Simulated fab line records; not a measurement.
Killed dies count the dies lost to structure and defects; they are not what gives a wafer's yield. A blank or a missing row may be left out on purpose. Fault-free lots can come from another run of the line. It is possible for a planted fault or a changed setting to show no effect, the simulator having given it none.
A sampling plan put to the test / flow nand harc / one line in one fab, 20 faults in these records, each fault weighed on the records of the lots it struck
Plan = the line's own looks (route steps where a gauge or an inspection reads the wafer without altering it). Where struck wafers have a number at a look and the file lists that look's usual mean and standard deviation on fault-free wafers, the look can be judged. Caught: a look later than the fault's first step finds the struck wafers' mean 4 or more of those standard deviations (sigma) from the usual mean. On the tool: the identical test, applied to the tool's own readings at the steps of the fault. If the struck wafers alone have a blank record, or they carry another recipe, that too counts as caught.

## THE FAULTS, as the simulator had put them in
1. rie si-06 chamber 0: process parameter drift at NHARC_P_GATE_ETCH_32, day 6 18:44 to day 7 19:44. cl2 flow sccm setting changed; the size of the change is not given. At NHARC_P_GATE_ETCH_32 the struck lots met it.
2. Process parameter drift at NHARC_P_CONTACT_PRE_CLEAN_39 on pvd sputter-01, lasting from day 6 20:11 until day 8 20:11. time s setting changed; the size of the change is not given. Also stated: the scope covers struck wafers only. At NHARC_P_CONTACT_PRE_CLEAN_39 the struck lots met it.
3. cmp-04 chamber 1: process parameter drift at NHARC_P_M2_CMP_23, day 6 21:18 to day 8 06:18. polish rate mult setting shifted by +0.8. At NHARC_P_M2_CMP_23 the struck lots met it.
4. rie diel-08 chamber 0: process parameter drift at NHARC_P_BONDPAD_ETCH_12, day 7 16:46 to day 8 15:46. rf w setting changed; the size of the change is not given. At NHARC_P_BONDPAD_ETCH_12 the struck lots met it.
5. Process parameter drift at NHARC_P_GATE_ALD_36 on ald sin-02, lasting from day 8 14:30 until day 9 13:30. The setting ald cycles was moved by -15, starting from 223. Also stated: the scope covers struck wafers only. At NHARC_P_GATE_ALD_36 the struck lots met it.
6. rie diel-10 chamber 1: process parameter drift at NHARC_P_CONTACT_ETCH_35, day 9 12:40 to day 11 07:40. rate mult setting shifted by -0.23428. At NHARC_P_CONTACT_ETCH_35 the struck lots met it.
7. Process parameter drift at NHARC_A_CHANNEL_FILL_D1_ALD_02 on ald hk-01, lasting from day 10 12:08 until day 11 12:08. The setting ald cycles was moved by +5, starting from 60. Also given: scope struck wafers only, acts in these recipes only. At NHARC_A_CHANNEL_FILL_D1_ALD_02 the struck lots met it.
8. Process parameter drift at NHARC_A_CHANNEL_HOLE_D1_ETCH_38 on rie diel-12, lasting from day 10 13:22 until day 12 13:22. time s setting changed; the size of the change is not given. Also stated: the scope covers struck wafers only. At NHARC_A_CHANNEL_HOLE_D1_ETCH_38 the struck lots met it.
9. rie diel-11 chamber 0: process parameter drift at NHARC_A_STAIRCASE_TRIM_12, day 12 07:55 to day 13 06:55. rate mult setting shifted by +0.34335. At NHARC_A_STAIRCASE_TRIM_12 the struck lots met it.
10. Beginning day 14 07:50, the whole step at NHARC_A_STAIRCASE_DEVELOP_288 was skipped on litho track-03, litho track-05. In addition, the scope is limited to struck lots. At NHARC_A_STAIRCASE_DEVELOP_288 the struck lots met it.
11. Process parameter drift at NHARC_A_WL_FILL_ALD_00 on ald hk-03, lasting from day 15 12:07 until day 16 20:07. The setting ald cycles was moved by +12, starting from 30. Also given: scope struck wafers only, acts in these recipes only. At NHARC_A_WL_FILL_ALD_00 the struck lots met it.
12. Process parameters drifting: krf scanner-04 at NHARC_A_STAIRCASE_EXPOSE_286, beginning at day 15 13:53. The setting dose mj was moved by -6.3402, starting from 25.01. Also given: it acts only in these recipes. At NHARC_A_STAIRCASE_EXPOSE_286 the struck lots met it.
13. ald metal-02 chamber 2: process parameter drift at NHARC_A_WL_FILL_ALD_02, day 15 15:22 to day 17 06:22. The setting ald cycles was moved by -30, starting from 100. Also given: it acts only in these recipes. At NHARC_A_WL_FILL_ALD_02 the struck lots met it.
14. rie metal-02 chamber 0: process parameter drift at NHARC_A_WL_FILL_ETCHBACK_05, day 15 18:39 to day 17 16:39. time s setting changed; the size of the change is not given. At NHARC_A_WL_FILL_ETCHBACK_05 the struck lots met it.
15. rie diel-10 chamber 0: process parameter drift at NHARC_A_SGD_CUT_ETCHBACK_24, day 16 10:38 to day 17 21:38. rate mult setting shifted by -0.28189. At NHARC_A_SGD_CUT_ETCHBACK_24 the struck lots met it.
16. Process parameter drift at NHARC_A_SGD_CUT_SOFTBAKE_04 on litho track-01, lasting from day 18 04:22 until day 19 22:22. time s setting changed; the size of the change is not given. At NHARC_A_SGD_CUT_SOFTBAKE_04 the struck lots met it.
17. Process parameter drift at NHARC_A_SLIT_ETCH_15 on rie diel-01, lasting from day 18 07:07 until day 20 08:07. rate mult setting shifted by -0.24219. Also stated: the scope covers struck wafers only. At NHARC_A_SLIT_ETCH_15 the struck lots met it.
18. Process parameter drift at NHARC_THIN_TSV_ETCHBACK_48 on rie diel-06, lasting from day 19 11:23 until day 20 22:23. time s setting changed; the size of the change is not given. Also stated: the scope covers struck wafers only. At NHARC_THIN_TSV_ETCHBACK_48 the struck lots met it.
19. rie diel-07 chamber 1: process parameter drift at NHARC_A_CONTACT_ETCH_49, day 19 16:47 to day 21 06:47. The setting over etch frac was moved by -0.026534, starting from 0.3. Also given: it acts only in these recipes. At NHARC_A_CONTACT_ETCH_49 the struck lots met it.
20. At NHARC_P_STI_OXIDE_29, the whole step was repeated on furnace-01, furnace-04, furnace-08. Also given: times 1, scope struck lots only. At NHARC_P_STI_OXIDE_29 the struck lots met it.

## WHAT THE PLAN SAW
fault=1; on the tool itself=throttle valve pct -60 sigma; first look that catches it=not the one look that can be judged after it; reading, sigma=strongest: killed at periphery at NHARC_END_SORT_01, +2.9; median hours from its first step to that look=-; hours from the fault's start to the first struck lot there=-; judged looks passed uncaught=1
fault=2; on the tool itself=under 2 sigma; first look that catches it=no look after it can be judged; reading, sigma=-; median hours from its first step to that look=-; hours from the fault's start to the first struck lot there=-; judged looks passed uncaught=0
fault=3; on the tool itself=time to endpoint s -4.6 sigma; first look that catches it=NHARC_P_M2_THK_MEAS_24; reading, sigma=thk nm -6.6; median hours from its first step to that look=0.3; hours from the fault's start to the first struck lot there=12; judged looks passed uncaught=0
fault=4; on the tool itself=rf fwd power W +99 or beyond sigma; first look that catches it=not the one look that can be judged after it; reading, sigma=strongest: killed open at NHARC_END_SORT_01, +2.5; median hours from its first step to that look=-; hours from the fault's start to the first struck lot there=-; judged looks passed uncaught=1
fault=5; on the tool itself=under 2 sigma; first look that catches it=not the one look that can be judged after it; reading, sigma=-; median hours from its first step to that look=-; hours from the fault's start to the first struck lot there=-; judged looks passed uncaught=1
fault=6; on the tool itself=oes product au -14 sigma; first look that catches it=not the one look that can be judged after it; reading, sigma=-; median hours from its first step to that look=-; hours from the fault's start to the first struck lot there=-; judged looks passed uncaught=1
fault=7; on the tool itself=under 2 sigma; first look that catches it=no look after it can be judged; reading, sigma=-; median hours from its first step to that look=-; hours from the fault's start to the first struck lot there=-; judged looks passed uncaught=0
fault=8; on the tool itself=run length s -33 sigma; first look that catches it=not the one look that can be judged after it; reading, sigma=-; median hours from its first step to that look=-; hours from the fault's start to the first struck lot there=-; judged looks passed uncaught=1
fault=9; on the tool itself=oes product au +21 sigma; first look that catches it=no look after it can be judged; reading, sigma=-; median hours from its first step to that look=-; hours from the fault's start to the first struck lot there=-; judged looks passed uncaught=0
fault=10; on the tool itself=the tool's record is blank for the struck wafers; first look that catches it=no look after it can be judged; reading, sigma=-; median hours from its first step to that look=-; hours from the fault's start to the first struck lot there=-; judged looks passed uncaught=0
fault=11; on the tool itself=under 2 sigma; first look that catches it=no look after it can be judged; reading, sigma=-; median hours from its first step to that look=-; hours from the fault's start to the first struck lot there=-; judged looks passed uncaught=0
fault=12; on the tool itself=exposure dose mJ cm2 -99 or beyond sigma; first look that catches it=not the one look that can be judged after it; reading, sigma=-; median hours from its first step to that look=-; hours from the fault's start to the first struck lot there=-; judged looks passed uncaught=1
fault=13; on the tool itself=under 2 sigma; first look that catches it=no look after it can be judged; reading, sigma=-; median hours from its first step to that look=-; hours from the fault's start to the first struck lot there=-; judged looks passed uncaught=0
fault=14; on the tool itself=run length s -70 sigma; first look that catches it=no look after it can be judged; reading, sigma=-; median hours from its first step to that look=-; hours from the fault's start to the first struck lot there=-; judged looks passed uncaught=0
fault=15; on the tool itself=oes product au -5.6 sigma; first look that catches it=no look after it can be judged; reading, sigma=-; median hours from its first step to that look=-; hours from the fault's start to the first struck lot there=-; judged looks passed uncaught=0
fault=16; on the tool itself=heater power total W +99 or beyond sigma; first look that catches it=not the one look that can be judged after it; reading, sigma=-; median hours from its first step to that look=-; hours from the fault's start to the first struck lot there=-; judged looks passed uncaught=1
fault=17; on the tool itself=oes product au -15 sigma; first look that catches it=NHARC_END_SORT_01; reading, sigma=killed at array +44; median hours from its first step to that look=129.1; hours from the fault's start to the first struck lot there=132; judged looks passed uncaught=1
fault=18; on the tool itself=run length s -99 or beyond sigma; first look that catches it=no look after it can be judged; reading, sigma=-; median hours from its first step to that look=-; hours from the fault's start to the first struck lot there=-; judged looks passed uncaught=0
fault=19; on the tool itself=under 2 sigma; first look that catches it=no look after it can be judged; reading, sigma=-; median hours from its first step to that look=-; hours from the fault's start to the first struck lot there=-; judged looks passed uncaught=0
fault=20; on the tool itself=under 2 sigma; first look that catches it=none of the 2 looks that can be judged after it; reading, sigma=-; median hours from its first step to that look=-; hours from the fault's start to the first struck lot there=-; judged looks passed uncaught=2
Dash: fault not caught, or number not given in these records.

Caught at a look: 2 of 20. Caught on the tool: 13 of 20. By one or the other: 13 of 20.
Faults caught by the tool alone: 1, 4, 6, 8, 9, 10, 12, 14, 15, 16, 18.
Caught by neither: faults 2, 5, 7, 11, 13, 19, 20.

## THINNER SAMPLING
If the look that catches a fault measured only every second or every third lot, by lot number, the first struck lot would be measured this late in the worst case:
fault=3; struck lots at that look, in order of time=L475, L476; every lot=12 h; every second lot=17 h; every third lot=may miss all 2
fault=17; struck lots at that look, in order of time=L854, L859, L856; every lot=132 h; every second lot=139 h; every third lot=may miss all 3
The hour figures run from when the fault began to the first measured lot among those it struck. The test against the limit of 4 sigma pooled every struck wafer, which means one lot taken alone may stay below that limit. Other struck lots may not be in these records.

## THE LONGEST TIMED WAY FROM STEP TO LOOK
Fault 17: median gap of 129.1 hours between NHARC_A_SLIT_ETCH_15 and NHARC_END_SORT_01. The look between them that can be judged stayed within 4 sigma: NHARC_A_SLIT_CD_MEAS_21.
